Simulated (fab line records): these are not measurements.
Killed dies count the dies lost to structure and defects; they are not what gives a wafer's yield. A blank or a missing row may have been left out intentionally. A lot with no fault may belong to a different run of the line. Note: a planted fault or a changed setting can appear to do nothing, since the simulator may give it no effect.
fab line records / flow n5_finfet
record lots=4 wafers=12 last_day=17
route steps=1938 shown ILD0@335 SDB@347 PASSIVATION@1936
lots with no fault: from the same line, run without faults
start_h: start of the lot's first displayed wafer, in hours after the record's first day / wait_h: how many hours have passed since the lot's step before this one / " unchanged from the row above / L1.1+2: several wafers, shown together as one row / - value missing, or start not given / * or withheld: withheld / < > ~ a bound
route shown NAME@n: a module of which the file shows steps, and the number in the route of the first / usual: mean and standard deviation over wafers with no fault / same: alike in all rows / chamber/n: place in a boat / sites: the reading at each site / _std_site: standard deviation across them / _edge_site: inner sites' mean taken away from outer sites' mean / radius_mm: for every site, how far away it sits from the centre of the wafer / mask NAME#n: copy n / behind: the last tool/chamber to shape the wafer / hold: why the lot was held/for how many hours/how that ended / device: whichever transistor did not switch (one of n, p or np) / end of line: the tests these same wafers got at the end of their route / a step without rows: its recipe alone / killed: dies lost to structure and defects at the first sort, not the wafer's yield / map: dies across one wafer; x = killed, . = not, _ = none there
set.NAME: the setting the step ran with; set.NAME@STEP: the setting that earlier step ran with / model.NAME: the simulator's own value behind a step, which no gauge read
lots seen at some steps along the route; tables by step, rows by wafer
services: when a tool's chamber went out of use (start_h, in hours from the record's first day, below 0 if earlier), for how many hours, and the reason
## steps
# step N5_ILD0_LINER_00
# recipe material=SiNx target_thk_a=40 temp_c=400 ald_precursor_family=SiH2I2 ald_co_reactant=N2/H2-plasma pulse_time_s=1 purge_time_s=2 co_reactant_purge_time_s=2 ald_cycles=80 pressure_torr=2
# step N5_ILD0_FCVD_FILL_01
# recipe material=SiO2_flowable target_thk_a=2000 temp_c=100 pressure_torr=0.8 rf_w=2000 time_s=328.3
# step N5_ILD0_CURE_02
# recipe temp_c=450 time_s=1800 ambient=steam idle_temp_c=400 ramp_up_c_per_min=5 ramp_down_c_per_min=3 densification_p_h2o_torr=640
# step N5_ILD0_CMP_03
# recipe stop_on=SiNx t_overpolish_s=1.9 post_cmp_clean=alkaline_brush down_force_psi=4.1491 platen_rpm=51.796 pad_velocity_m_s=1.0306 target_thk_nm=197.38
# step N5_ILD0_CMP_07
# recipe stop_on=poly-Si material=SiO2_flowable t_overpolish_s=1.18 post_cmp_clean=alkaline_brush down_force_psi=4.1491 platen_rpm=51.796 pad_velocity_m_s=1.0306 target_thk_nm=138.88
# step N5_ILD0_PRECLEAN_10
# recipe chemistry=NF3:NH3 afs_cycles=5 time_s=20 temp_c=30 sublimation_temp_c=180 sublimation_time_s=60 pressure_torr=3 rf_power_w=30
# step N5_ILD0_ALD_15
# recipe material=SiNx target_thk_a=240 temp_c=400 ald_precursor_family=SiH2I2 ald_co_reactant=N2/H2-plasma pulse_time_s=1 ald_cycles=480 purge_time_s=2 co_reactant_purge_time_s=2 pressure_torr=2
# step N5_ILD0_CMP_12
# recipe stop_on=poly-Si material=SiNx t_overpolish_s=6 post_cmp_clean=alkaline_brush down_force_psi=2.5 platen_rpm=51.8 pad_velocity_m_s=1.0307 target_thk_nm=17.67
# step N5_SDB_HM_DEP_00
# recipe material=SiNx target_thk_a=400 temp_c=400 precursor=SiH4/NH3/N2 pressure_torr=1.5 rf_w=300 time_s=35.3
# usual heater_power_w=791/100 showerhead_plenum_p_Torr=5.18/0.088 throttle_valve_pct=39.1/1.4
lot.wafer=L377.1 tool=pecvd-02 chamber=1 start_h=108.17 wait_h=0.0 heater_power_w=571 showerhead_plenum_p_Torr=5.06 throttle_valve_pct=38.5 model.SiNx_of_SDB_HM_DEP_00.thk_nm=39.2
lot.wafer=L377.4 tool=pecvd-02 chamber=1 start_h=108.17 wait_h=0.0 heater_power_w=584 showerhead_plenum_p_Torr=5.05 throttle_valve_pct=39.0 model.SiNx_of_SDB_HM_DEP_00.thk_nm=39.6
lot.wafer=L377.6 tool=pecvd-02 chamber=2 start_h=108.17 wait_h=0.0 heater_power_w=769 showerhead_plenum_p_Torr=5.10 throttle_valve_pct=40.3 model.SiNx_of_SDB_HM_DEP_00.thk_nm=40
lot.wafer=L384.2 tool=pecvd-02 chamber=0 start_h=150.71 wait_h=0.0 heater_power_w=856 showerhead_plenum_p_Torr=5.06 throttle_valve_pct=38.9 model.SiNx_of_SDB_HM_DEP_00.thk_nm=39
lot.wafer=L384.5 tool=pecvd-02 chamber=1 start_h=150.71 wait_h=0.0 heater_power_w=641 showerhead_plenum_p_Torr=5.05 throttle_valve_pct=38.8 model.SiNx_of_SDB_HM_DEP_00.thk_nm=42.8
lot.wafer=L384.6 tool=pecvd-02 chamber=2 start_h=150.71 wait_h=0.0 heater_power_w=744 showerhead_plenum_p_Torr=5.08 throttle_valve_pct=40.4 model.SiNx_of_SDB_HM_DEP_00.thk_nm=43.2
lot.wafer=L386.1 tool=pecvd-03 chamber=2 start_h=161.07 wait_h=0.0 heater_power_w=716 showerhead_plenum_p_Torr=5.28 throttle_valve_pct=38.2 model.SiNx_of_SDB_HM_DEP_00.thk_nm=39.4
lot.wafer=L386.4 tool=pecvd-03 chamber=0 start_h=161.07 wait_h=0.0 heater_power_w=832 showerhead_plenum_p_Torr=5.27 throttle_valve_pct=37.9 model.SiNx_of_SDB_HM_DEP_00.thk_nm=40
lot.wafer=L386.6 tool=pecvd-03 chamber=1 start_h=161.07 wait_h=0.0 heater_power_w=756 showerhead_plenum_p_Torr=5.19 throttle_valve_pct=38.7 model.SiNx_of_SDB_HM_DEP_00.thk_nm=40.2
lot.wafer=L388.4 tool=pecvd-02 chamber=0 start_h=173.95 wait_h=0.1 heater_power_w=798 showerhead_plenum_p_Torr=5.06 throttle_valve_pct=39.1 model.SiNx_of_SDB_HM_DEP_00.thk_nm=39.8
lot.wafer=L388.5 tool=pecvd-02 chamber=1 start_h=173.95 wait_h=0.1 heater_power_w=586 showerhead_plenum_p_Torr=5.05 throttle_valve_pct=39.0 model.SiNx_of_SDB_HM_DEP_00.thk_nm=42.8
lot.wafer=L388.6 tool=pecvd-02 chamber=2 start_h=173.95 wait_h=0.1 heater_power_w=774 showerhead_plenum_p_Torr=5.09 throttle_valve_pct=40.3 model.SiNx_of_SDB_HM_DEP_00.thk_nm=42.8
# step N5_SDB_COAT_03
# recipe resist=SOC temp_c=250 time_s=60 spin_rpm=1500 resist_thk_nm=100
# step N5_SDB_COAT_04
# recipe resist=SiARC temp_c=220 time_s=60 spin_rpm=1500 resist_thk_nm=18
# step N5_SDB_COAT_05
# recipe resist=CAR-ArF spin_rpm=1500 resist_thk_nm=90
# step N5_SDB_EBR_07
# recipe solvent=PGMEA ebr_width_mm=1.5
# step N5_SDB_SOFTBAKE_06
# recipe temp_c=110 time_s=60 resist=CAR-ArF
# step N5_SDB_EXPOSE_08
# recipe mask_id=SDB na=1.35 source_shape=conventional sigma_outer=0.5 polarization=unpolarized dose_mj=49.6
# step N5_SDB_PEB_09
# recipe peb_temp_c=withheld peb_time_s=60 resist=CAR-ArF
# step N5_SDB_DEVELOP_10
# recipe develop_time_s=30 developer=TMAH resist=CAR-ArF rinse_liquid=diw dry=air_spin dev_temp_c=23
# step N5_SDB_DESCUM_16
# recipe chemistry=O2 time_s=7.9 source_power_w=50 bias_power_w=20 pressure_mtorr=20 rf_frequency_hz=2.712e+07 temp_c=40 resist=CAR-ArF o2_flow_sccm=225
# step N5_SDB_ETCH_17
# recipe chemistry=CF4 target=SiARC target_depth_a=234 mask_material=CAR-ArF time_s=39 ion_energy_ev=80 pressure_mtorr=40 source_w=545 bias_w=36 Ar_flow_sccm=100 cf4_flow_sccm=100 ends=cleared
# step N5_SDB_ETCH_18
# recipe chemistry=N2/H2 target=SOC target_depth_a=1000 overetch_a=200 mask_material=SiARC temp_c=40 time_s=150 ion_energy_ev=200 pressure_mtorr=30 source_w=840 bias_w=150 n2_flow_sccm=200 h2_flow_sccm=200
# step N5_SDB_STRIP_19
# recipe chemistry=N2/H2 temp_c=40 n2_flow_sccm=200 h2_flow_sccm=200 rf_frequency_hz=6e+07
# step N5_SDB_STRIP_21
# recipe chemistry=CF4 resist=SiARC power_w=300 bias_power_w=75 pressure_mtorr=50 cf4_flow_sccm=150 rf_frequency_hz=6e+07
# step N5_SDB_HM_OPEN_20
# recipe chemistry=CH3F/O2 target=SiNx mask_material=SOC target_depth_a=240 stop_on=poly-Si over_etch_frac=0.4 ion_energy_ev=120 pressure_mtorr=30 source_w=395 bias_w=73 Ar_flow_sccm=150 CH3F_flow_sccm=30 O2_flow_sccm=20
# usual bias_w=73.01/0.22 drypump_motor_current_A=5.8/0.61 oes_ar_750_au=0.80/0.088 oes_o_777_au=0.81/0.09 oes_product_au=0.66/0.073 rf_vpp_V=295/5.1 showerhead_plenum_p_Torr=1.97/0.052 throttle_valve_pct=16.28/0.28
# same over_etch_frac=0.4
lot.wafer=L377.1 tool=rie_diel-05 chamber=0 start_h=109.70 wait_h=0.0 bias_w=72.87 drypump_motor_current_A=6.0 oes_ar_750_au=0.79 oes_o_777_au=0.78 oes_product_au=0.64 rf_hours_counter_h=106 rf_vpp_V=291 showerhead_plenum_p_Torr=1.93 throttle_valve_pct=16.13 model.etch.depth_nm=23.23
lot.wafer=L377.4 tool=rie_diel-05 chamber=1 start_h=109.70 wait_h=0.0 bias_w=73.27 drypump_motor_current_A=6.4 oes_ar_750_au=0.94 oes_o_777_au=0.95 oes_product_au=0.75 rf_hours_counter_h=27 rf_vpp_V=300 showerhead_plenum_p_Torr=1.97 throttle_valve_pct=16.15 model.etch.depth_nm=23.67
lot.wafer=L377.6 tool=rie_diel-05 chamber=0 start_h=109.70 wait_h=0.0 bias_w=72.90 drypump_motor_current_A=6.0 oes_ar_750_au=0.79 oes_o_777_au=0.78 oes_product_au=0.65 rf_hours_counter_h=- rf_vpp_V=291 showerhead_plenum_p_Torr=1.93 throttle_valve_pct=16.13 model.etch.depth_nm=23.97
lot.wafer=L384.2 tool=rie_diel-02 chamber=1 start_h=151.63 wait_h=0.0 bias_w=73.14 drypump_motor_current_A=5.5 oes_ar_750_au=0.90 oes_o_777_au=0.91 oes_product_au=0.71 rf_hours_counter_h=27 rf_vpp_V=295 showerhead_plenum_p_Torr=1.96 throttle_valve_pct=15.81 model.etch.depth_nm=23.08
lot.wafer=L384.5 tool=rie_diel-02 chamber=1 start_h=151.63 wait_h=0.0 bias_w=73.41 drypump_motor_current_A=5.5 oes_ar_750_au=0.89 oes_o_777_au=0.91 oes_product_au=0.77 rf_hours_counter_h=- rf_vpp_V=294 showerhead_plenum_p_Torr=1.96 throttle_valve_pct=15.82 model.etch.depth_nm=26.85
lot.wafer=L384.6 tool=rie_diel-02 chamber=0 start_h=151.63 wait_h=0.0 bias_w=72.95 drypump_motor_current_A=5.0 oes_ar_750_au=0.89 oes_o_777_au=0.90 oes_product_au=0.78 rf_hours_counter_h=- rf_vpp_V=296 showerhead_plenum_p_Torr=1.96 throttle_valve_pct=16.10 model.etch.depth_nm=27.28
lot.wafer=L386.1 tool=rie_diel-02 chamber=2 start_h=161.94 wait_h=0.0 bias_w=72.83 drypump_motor_current_A=6.2 oes_ar_750_au=0.80 oes_o_777_au=0.82 oes_product_au=0.64 rf_hours_counter_h=85 rf_vpp_V=287 showerhead_plenum_p_Torr=1.95 throttle_valve_pct=16.38 model.etch.depth_nm=23.33
lot.wafer=L386.4 tool=rie_diel-02 chamber=0 start_h=161.94 wait_h=0.0 bias_w=73.11 drypump_motor_current_A=5.1 oes_ar_750_au=0.88 oes_o_777_au=0.90 oes_product_au=0.72 rf_hours_counter_h=41 rf_vpp_V=298 showerhead_plenum_p_Torr=1.96 throttle_valve_pct=16.11 model.etch.depth_nm=23.91
lot.wafer=L386.6 tool=rie_diel-02 chamber=0 start_h=161.94 wait_h=0.0 bias_w=72.90 drypump_motor_current_A=5.1 oes_ar_750_au=0.88 oes_o_777_au=0.90 oes_product_au=0.72 rf_hours_counter_h=- rf_vpp_V=297 showerhead_plenum_p_Torr=1.96 throttle_valve_pct=16.10 model.etch.depth_nm=24.25
lot.wafer=L388.4 tool=rie_diel-05 chamber=0 start_h=174.94 wait_h=0.0 bias_w=73.06 drypump_motor_current_A=6.0 oes_ar_750_au=0.77 oes_o_777_au=0.77 oes_product_au=0.63 rf_hours_counter_h=- rf_vpp_V=290 showerhead_plenum_p_Torr=1.92 throttle_valve_pct=16.16 model.etch.depth_nm=23.73
lot.wafer=L388.5 tool=rie_diel-05 chamber=3 start_h=174.94 wait_h=0.0 bias_w=73.08 drypump_motor_current_A=4.9 oes_ar_750_au=0.82 oes_o_777_au=0.80 oes_product_au=0.73 rf_hours_counter_h=- rf_vpp_V=295 showerhead_plenum_p_Torr=1.97 throttle_valve_pct=15.91 model.etch.depth_nm=26.75
lot.wafer=L388.6 tool=rie_diel-05 chamber=2 start_h=174.94 wait_h=0.0 bias_w=73.06 drypump_motor_current_A=6.6 oes_ar_750_au=0.71 oes_o_777_au=0.73 oes_product_au=0.63 rf_hours_counter_h=- rf_vpp_V=303 showerhead_plenum_p_Torr=1.98 throttle_valve_pct=16.41 model.etch.depth_nm=26.75
# step N5_SDB_STRIP_22
# recipe chemistry=N2/H2 power_w=1000 temp_c=250 h2_frac=0.65 overash_fraction=0.3 pressure_mtorr=withheld n2_flow_sccm=1750 h2_flow_sccm=3250
# step N5_SDB_PRECLEAN_23
# recipe chemistry=dHF time_s=30 temp_c=25 dilution=withheld
# step N5_SDB_DUMMY_REMOVE_24
# recipe chemistry=TMAH temp_c=70 target=poly-Si stop_on=SiO2 target_depth_nm=142 conc_wt_pct=5 time_s=57 dry=ipa_marangoni rinse_time_s=30 rinse_temp_c=23
# step N5_SDB_ETCH_25
# recipe chemistry=C4F6/O2 target=SiO2 target_depth_a=100 time_s=3.3 ion_energy_ev=250 mask_material=SiNx pressure_mtorr=30 source_w=345 bias_w=185 Ar_flow_sccm=300 C4F6_flow_sccm=10 O2_flow_sccm=10
# step N5_SDB_CUT_ETCH_26
# recipe chemistry=HBr/Cl2/O2 target=Si target_depth_a=1296 bt_time_s=20 mask_material=SiNx time_s=51.8 ion_energy_ev=* bias_w=* pressure_mtorr=10 icp_w=800 HBr_flow_sccm=150 Cl2_flow_sccm=80 O2_flow_sccm=12
# step N5_SDB_PRECLEAN_38
# recipe chemistry=dHF time_s=10 dilution=750:1 temp_c=25
lot.wafer=L377.1 tool=wet_bench-04 chamber=5 start_h=110.29 wait_h=0.1 model.SiNx_of_SDB_HM_DEP_00.thk_nm=21
lot.wafer=L377.4 tool=wet_bench-04 chamber=7 start_h=110.29 wait_h=0.1 model.SiNx_of_SDB_HM_DEP_00.thk_nm=21.6
lot.wafer=L377.6 tool=wet_bench-04 chamber=6 start_h=110.29 wait_h=0.1 model.SiNx_of_SDB_HM_DEP_00.thk_nm=21.8
lot.wafer=L384.2 tool=wet_bench-01 chamber=2 start_h=152.15 wait_h=0.1 model.SiNx_of_SDB_HM_DEP_00.thk_nm=21
lot.wafer=L384.5 tool=wet_bench-01 chamber=0 start_h=152.15 wait_h=0.1 model.SiNx_of_SDB_HM_DEP_00.thk_nm=24.8
lot.wafer=L384.6 tool=wet_bench-01 chamber=3 start_h=152.15 wait_h=0.1 model.SiNx_of_SDB_HM_DEP_00.thk_nm=25.6
lot.wafer=L386.1 tool=wet_bench-01 chamber=4 start_h=162.49 wait_h=0.1 model.SiNx_of_SDB_HM_DEP_00.thk_nm=21.2
lot.wafer=L386.4 tool=wet_bench-01 chamber=0 start_h=162.49 wait_h=0.1 model.SiNx_of_SDB_HM_DEP_00.thk_nm=21.6
lot.wafer=L386.6 tool=wet_bench-01 chamber=1 start_h=162.49 wait_h=0.1 model.SiNx_of_SDB_HM_DEP_00.thk_nm=22
lot.wafer=L388.4 tool=wet_bench-05 chamber=0 start_h=176.08 wait_h=0.1 model.SiNx_of_SDB_HM_DEP_00.thk_nm=21.8
lot.wafer=L388.5+6 tool=wet_bench-05 chamber=5,2 start_h=176.08 wait_h=0.1 model.SiNx_of_SDB_HM_DEP_00.thk_nm=24.8
# step N5_SDB_PRECLEAN_39
# recipe chemistry=O3/DIW time_s=45 temp_c=22 o3_ppm=10
# step N5_PASSIVATION_PROBE_49
# usual killed_at_M0_to_M3=36/10 killed_at_M4_up=13/5.5 killed_at_contacts=12/5.6 killed_at_front_end=42/12 killed_at_other=4/3.2 killed_dies=108/18 killed_open=71/13 killed_short=34/7.8
# same gross_dies=1180 killed_at_back_side=0
lot.wafer=L384.2 tool=prober-01 chamber=- start_h=376.71 wait_h=0.1 killed_at_M0_to_M3=27 killed_at_M4_up=16 killed_at_contacts=11 killed_at_front_end=53 killed_at_other=4 killed_dies=111 killed_open=75 killed_short=36
lot.wafer=L384.5 tool=prober-01 chamber=- start_h=376.86 wait_h=0.2 killed_at_M0_to_M3=42 killed_at_M4_up=6 killed_at_contacts=19 killed_at_front_end=47 killed_at_other=4 killed_dies=118 killed_open=81 killed_short=34
lot.wafer=L384.6 tool=prober-01 chamber=- start_h=376.91 wait_h=0.3 killed_at_M0_to_M3=37 killed_at_M4_up=7 killed_at_contacts=3 killed_at_front_end=57 killed_at_other=0 killed_dies=104 killed_open=68 killed_short=30
# killed by level:class
L384.2 STI_FIN_REVEAL:geometric_particle:open=21 BEOL_M0_SAQP:geometric_particle:short=12 FIN_SAQP:geometric_particle:open=11 BEOL_M4:geometric_particle:open=9 MOL_CONTACT_COAG:geometric_particle:open=6 BEOL_M0_SAQP:geometric_particle:open=6 MOL_CONTACT_COAG:geometric_particle:short=5 BEOL_M1:geometric_particle:open=5
L384.5 MOL_CONTACT_COAG:geometric_particle:open=16 BEOL_M0_SAQP:geometric_particle:short=14 FIN_SAQP:geometric_particle:open=13 BEOL_M0_SAQP:geometric_particle:open=8 FIN_SAQP:geometric_particle:short=7 BEOL_M1:geometric_particle:open=7 STI_FIN_REVEAL:geometric_particle:open=7 BEOL_M2:geometric_particle:open=7
L384.6 FIN_SAQP:geometric_particle:open=13 STI_FIN_REVEAL:geometric_particle:open=11 FIN_SAQP:geometric_particle:short=10 BEOL_M1:geometric_particle:open=9 BEOL_M0_SAQP:geometric_particle:open=7 BEOL_M1:geometric_particle:short=6 BEOL_M3:geometric_particle:open=5 BEOL_M2:geometric_particle:open=5
## services
tool=pecvd-03 chamber=1 start_h=98.58 hours=5.5 kind=scheduled_down
tool=pecvd-02 chamber=1 start_h=115.72 hours=5.5 kind=scheduled_down
tool=rie_diel-02 chamber=0 start_h=126.72 hours=16.1 kind=repair
tool=pecvd-03 chamber=- start_h=148.09 hours=0.9 kind=repair
tool=rie_diel-05 chamber=1 start_h=162.15 hours=36.3 kind=repair
## key
first_sign none at tools or gauges
model_effect step=N5_SDB_HM_DEP_00 value=SiNx_of_SDB_HM_DEP_00.thk_nm without=40.2 struck=42.9
model_effect step=N5_SDB_HM_OPEN_20 value=etch.depth_nm without=24.24 struck=26.91
model_effect step=N5_SDB_PRECLEAN_38 value=SiNx_of_SDB_HM_DEP_00.thk_nm without=22.3 struck=25
met_at N5_SDB_HM_DEP_00
struck_wafers L384.5,L384.6,L388.5,L388.6
tester_left_out L384,L388
onset_between 108.17 150.71
fault kind=process_parameter_drift tool=pecvd-02 chamber=- onset_h=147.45 steps=N5_SDB_HM_DEP_00 channel=time_s offset=* shape=step end_h=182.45 scope=struck_wafers_only acts_in=* stated=*
# tester_left_out: of these lots the tester's yield and bins aren't shown, on N5 and GAA mostly nor the transistor test; their killed dies are dies lost to structure and defects alone, not to doping, threshold or leakage, so they don't give the yield
